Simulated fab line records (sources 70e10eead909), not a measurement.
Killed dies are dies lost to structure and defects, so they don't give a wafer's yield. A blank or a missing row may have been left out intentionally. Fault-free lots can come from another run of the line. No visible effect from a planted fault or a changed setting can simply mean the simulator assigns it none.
The tool behind it: which one? + flow nand_harc + 12 lots, 36 wafers sampled, at 6 steps of a route of 1302

== WHAT EACH GAUGE READ, for each wafer ==
NHARC_P_ZERO_WELL_CD_MEAS_11 targets a cd of 500 nm. Usual: cd_nm 499.9 nm, standard deviation 1.5.
| lot  | measured    | on        | cd_nm (nm)        | flag |
|------|-------------|-----------|-------------------|------|
| L120 | day 1 21:15 | cd_sem-02 | 497.6 499.1 499.2 |      |
| L122 | day 2 17:07 | cd_sem-02 | 502.2 500.9 503.3 |      |
| L123 | day 3 03:10 | cd_sem-01 | 498.9 498.6 498.1 |      |
| L124 | day 3 13:07 | cd_sem-03 | 501.5 499.1 498.6 |      |
| L126 | day 4 09:07 | cd_sem-03 | 500.9 501.7 502.1 |      |
| L127 | day 4 19:15 | cd_sem-03 | 498.1 498.4 497.6 |      |
| L128 | day 5 05:16 | cd_sem-03 | 501.2 498.5 498.3 |      |
| L129 | day 5 15:16 | cd_sem-03 | 499.5 499.0 499.8 |      |
| L130 | day 6 01:15 | cd_sem-03 | 499.6 500.2 498.7 |      |
| L132 | day 6 21:08 | cd_sem-01 | 497.9 498.0 498.7 |      |
| L133 | day 7 07:16 | cd_sem-03 | 502.4 500.7 499.2 |      |
| L134 | day 7 17:14 | cd_sem-03 | 499.6 499.2 500.1 |      |

NHARC_P_ZERO_WELL_CD_MEAS_37 targets a cd of 720 nm. Usual: cd_nm 719.7 nm, standard deviation 1.2.
| lot  | measured    | on        | cd_nm (nm)        | flag |
|------|-------------|-----------|-------------------|------|
| L120 | day 2 00:06 | cd_sem-01 | 720.8 719.7 720.0 |      |
| L122 | day 2 20:12 | cd_sem-03 | 718.7 718.6 718.7 |      |
| L123 | day 3 06:16 | cd_sem-01 | 721.2 720.6 719.6 |      |
| L124 | day 3 15:59 | cd_sem-01 | 718.0 717.8 718.2 |      |
| L126 | day 4 11:59 | cd_sem-01 | 718.6 718.7 720.5 |      |
| L127 | day 5 02:10 | cd_sem-03 | 721.5 720.7 719.3 |      |
| L128 | day 5 08:08 | cd_sem-01 | 719.6 721.0 721.1 |      |
| L129 | day 5 20:57 | cd_sem-03 | 719.8 719.1 718.5 |      |
| L130 | day 6 04:08 | cd_sem-01 | 717.6 718.9 718.8 |      |
| L132 | day 7 00:00 | cd_sem-03 | 720.5 720.1 719.2 |      |
| L133 | day 7 10:03 | cd_sem-02 | 719.8 720.6 721.3 |      |
| L134 | day 7 20:02 | cd_sem-02 | 705.3 705.9 705.4 | OFF  |

NHARC_END_SORT_01. Usual: killed_at_array 52, standard deviation 19; killed_at_other 0.8, standard deviation 1; killed_at_periphery 3.7, standard deviation 2.5; killed_dies 56, standard deviation 19; killed_open 3.5, standard deviation 2; killed_short 2.2, standard deviation 1.4.
| lot  | measured     | on        | killed_at_array | killed_at_other | killed_at_periphery | killed_dies | killed_open | killed_short | flag |
|------|--------------|-----------|-----------------|-----------------|---------------------|-------------|-------------|--------------|------|
| L120 | day 24 12:58 | prober-02 | 49 46 38        | 0 0 3           | 3 3 2               | 52 49 43    | 3 4 3       | 2 1 4        |      |
| L123 | day 25 20:46 | prober-01 | 48 45 54        | 1 1 1           | 2 3 1               | 51 49 56    | 3 3 1       | 2 1 4        |      |
| L124 | day 26 05:14 | prober-02 | 46 63 72        | 0 0 2           | 4 4 3               | 50 67 77    | 1 4 1       | 3 1 7        |      |
| L127 | day 27 06:37 | prober-01 | 68 81 57        | 1 0 0           | 2 4 3               | 71 85 60    | 1 4 4       | 3 3 2        |      |
| L129 | day 27 20:29 | prober-02 | 31 37 28        | 0 0 0           | 2 2 1               | 33 39 29    | 5 4 2       | 1 2 4        |      |
| L130 | day 28 17:27 | prober-01 | 62 61 70        | 0 0 0           | 2 3 8               | 64 64 78    | 3 5 7       | 1 1 4        |      |
| L133 | day 29 20:25 | prober-01 | 22 20 27        | 0 0 0           | 9 5 9               | 31 25 36    | 2 2 2       | 2 2 3        |      |
| L134 | day 30 09:26 | prober-01 | 35 25 36        | 0 0 0           | 4 2 3               | 39 27 39    | 6 1 5       | 3 3 2        |      |

== WHAT TOOL EACH LOT RAN ON (gives the tool, then ch and the chambers of the sampled wafers, and finally the start) ==
| lot  | NHARC_P_ZERO_WELL_DESCUM_26       | NHARC_P_ZERO_WELL_EXPOSE_34      | NHARC_P_STI_ETCH_15             |
|------|-----------------------------------|----------------------------------|---------------------------------|
| L120 | rie_diel-09 ch 0,1, day 1 22:44   | krf_scanner-03 ch 0, day 1 23:58 | rie_si-01 ch 0,1,2, day 3 01:10 |
| L122 | rie_diel-06 ch 1,2, day 2 18:43   | krf_scanner-04 ch 0, day 2 20:03 | rie_si-06 ch 0,2, day 3 17:45   |
| L123 | rie_diel-01 ch 0,1,2, day 3 04:48 | krf_scanner-02 ch 0, day 3 06:07 | rie_si-01 ch 0,2,3, day 4 02:24 |
| L124 | rie_diel-01 ch 0,2,3, day 3 14:39 | krf_scanner-02 ch 0, day 3 15:50 | rie_si-01 ch 0,1,3, day 4 13:55 |
| L126 | rie_diel-09 ch 0,2, day 4 10:38   | krf_scanner-03 ch 0, day 4 11:50 | rie_si-03 ch 2,3, day 5 09:24   |
| L127 | rie_diel-06 ch 0,1,2, day 4 20:41 | krf_scanner-02 ch 0, day 5 02:00 | rie_si-01 ch 0,1,3, day 5 21:49 |
| L128 | rie_diel-09 ch 1,3, day 5 06:47   | krf_scanner-02 ch 0, day 5 07:58 | rie_si-06 ch 0,2, day 6 03:51   |
| L129 | rie_diel-06 ch 0,1,2, day 5 19:34 | krf_scanner-02 ch 0, day 5 20:47 | rie_si-01 ch 0,2,3, day 6 16:06 |
| L130 | rie_diel-06 ch 0,1,3, day 6 02:49 | krf_scanner-02 ch 0, day 6 03:58 | rie_si-03 ch 0,3, day 6 23:35   |
| L132 | rie_diel-06 ch 1,2, day 6 22:38   | krf_scanner-02 ch 0, day 6 23:51 | rie_si-01 ch 1,2,3, day 7 20:17 |
| L133 | rie_diel-01 ch 0,1, day 7 08:42   | krf_scanner-02 ch 0, day 7 09:54 | rie_si-06 ch 0,1,2, day 8 06:08 |
| L134 | rie_diel-06 ch 0,1,2, day 7 18:41 | krf_scanner-02 ch 0, day 7 19:53 | rie_si-01 ch 0,1,2, day 8 15:19 |
- NHARC_P_ZERO_WELL_DESCUM_26: chemistry O2, time 3 s.
- NHARC_P_ZERO_WELL_EXPOSE_34: exposes mask P PWELL, target cd 720 nm.
- NHARC_P_STI_ETCH_15: etches the open film in HBr/Cl2, target depth 300 nm, time 100.1 s.

== WHAT THE TOOLS THEMSELVES READ (means of the sampled wafers that have a number; where no wafer has one, the mark that the record gives instead) ==
NHARC_P_ZERO_WELL_DESCUM_26. Usual: drypump_motor_current_A 5.8 A, standard deviation 0.5; mfc_ar_sccm 0.007 sccm, standard deviation 0.011; oes_product_au 1.002 a.u., standard deviation 0.0067; rf_vpp_V 57.6 V, standard deviation 0.92; showerhead_plenum_p_Torr 1.88 Torr, standard deviation 0.087; throttle_valve_pct 11.311 %, standard deviation 0.0094.
| lot  | tool        | drypump_motor_current_A (A) | mfc_ar_sccm (sccm) | oes_product_au (a.u.) | rf_vpp_V (V) | showerhead_plenum_p_Torr (Torr) | throttle_valve_pct (%) | flag |
|------|-------------|-----------------------------|--------------------|-----------------------|--------------|---------------------------------|------------------------|------|
| L120 | rie_diel-09 | 5.6                         | 0.000              | 1.005                 | 57.3         | 1.88                            | 11.307                 |      |
| L122 | rie_diel-06 | 6.2                         | 0.006              | 1.006                 | 57.6         | 1.93                            | 11.301                 |      |
| L123 | rie_diel-01 | 5.5                         | 0.013              | 1.001                 | 57.9         | 1.88                            | 11.314                 |      |
| L124 | rie_diel-01 | 5.6                         | 0.009              | 1.001                 | 57.5         | 1.85                            | 11.319                 |      |
| L126 | rie_diel-09 | 6.1                         | 0.000              | 1.003                 | 57.1         | 1.80                            | 11.303                 |      |
| L127 | rie_diel-06 | 5.9                         | 0.003              | 0.997                 | 57.7         | 1.92                            | 11.312                 |      |
| L128 | rie_diel-09 | 5.3                         | 0.000              | 0.995                 | 58.0         | 1.96                            | 11.307                 |      |
| L129 | rie_diel-06 | 5.9                         | 0.003              | 0.999                 | 58.4         | 1.92                            | 11.314                 |      |
| L130 | rie_diel-06 | 5.7                         | 0.013              | 1.000                 | 58.0         | 1.84                            | 11.324                 |      |
| L132 | rie_diel-06 | 6.2                         | 0.006              | 1.004                 | 58.0         | 1.92                            | 11.306                 |      |
| L133 | rie_diel-01 | 5.4                         | 0.004              | 1.007                 | 57.5         | 1.91                            | 11.315                 |      |
| L134 | rie_diel-06 | 5.9                         | 0.003              | 1.000                 | 58.2         | 1.91                            | 11.298                 |      |

NHARC_P_STI_ETCH_15. Usual: drypump_motor_current_A 5.6 A, standard deviation 0.5; oes_product_au 0.997 a.u., standard deviation 0.0074; rf_fwd_power_W 397.7 W, standard deviation 1.4; throttle_valve_pct 26.407 %, standard deviation 0.0092.
| lot  | tool      | drypump_motor_current_A (A) | oes_product_au (a.u.) | rf_fwd_power_W (W) | throttle_valve_pct (%) | flag |
|------|-----------|-----------------------------|-----------------------|--------------------|------------------------|------|
| L120 | rie_si-01 | 5.4                         | 0.997                 | 397.1              | 26.399                 |      |
| L122 | rie_si-06 | 5.9                         | 1.009                 | 398.6              | 26.401                 |      |
| L123 | rie_si-01 | 5.2                         | 0.992                 | 396.4              | 26.404                 |      |
| L124 | rie_si-01 | 5.6                         | 0.994                 | 396.5              | 26.399                 |      |
| L126 | rie_si-03 | 6.2                         | 0.988                 | 397.6              | 26.405                 |      |
| L127 | rie_si-01 | 5.6                         | 0.997                 | 397.5              | 26.400                 |      |
| L128 | rie_si-06 | 5.9                         | 0.996                 | 397.9              | 26.406                 |      |
| L129 | rie_si-01 | 5.2                         | 1.004                 | 397.6              | 26.415                 |      |
| L130 | rie_si-03 | 6.0                         | 0.990                 | 398.8              | 26.413                 |      |
| L132 | rie_si-01 | 5.2                         | 0.993                 | 396.9              | 26.401                 |      |
| L133 | rie_si-06 | 5.7                         | 1.000                 | 397.9              | 26.414                 |      |
| L134 | rie_si-01 | 5.4                         | 0.992                 | 397.7              | 26.404                 |      |

== THE ANSWER, worked out from the rows above alone ==
Rule: a lot is off if the mean of its wafers that have a number lies more than 3 standard deviations from the usual mean. A lot without any number at a reading at which 4 lots or more have one is off too. All remaining lots with rows at the step are treated as sound. After the gauges, taken in route order, come the tools' own readings; for these a lot's mean is taken, as printed above. At the first step where some lot is off, the reading lying furthest off is the one used; lots without a number count as furthest.
Off: L134 (NHARC_P_ZERO_WELL_CD_MEAS_37, cd_nm).
A tool fits if, at a process step before that reading, it ran every lot that is off, and no sound lot after the first of them. Gauges at NHARC_P_ZERO_WELL_CD_MEAS_37: tried the same way as those tools. Can't be told from this: 3 tools fit, rie_diel-06 at NHARC_P_ZERO_WELL_DESCUM_26, krf_scanner-02 at NHARC_P_ZERO_WELL_EXPOSE_34, cd_sem-02 at NHARC_P_ZERO_WELL_CD_MEAS_37.

== WHAT THE SIMULATOR HAD INSERTED ==
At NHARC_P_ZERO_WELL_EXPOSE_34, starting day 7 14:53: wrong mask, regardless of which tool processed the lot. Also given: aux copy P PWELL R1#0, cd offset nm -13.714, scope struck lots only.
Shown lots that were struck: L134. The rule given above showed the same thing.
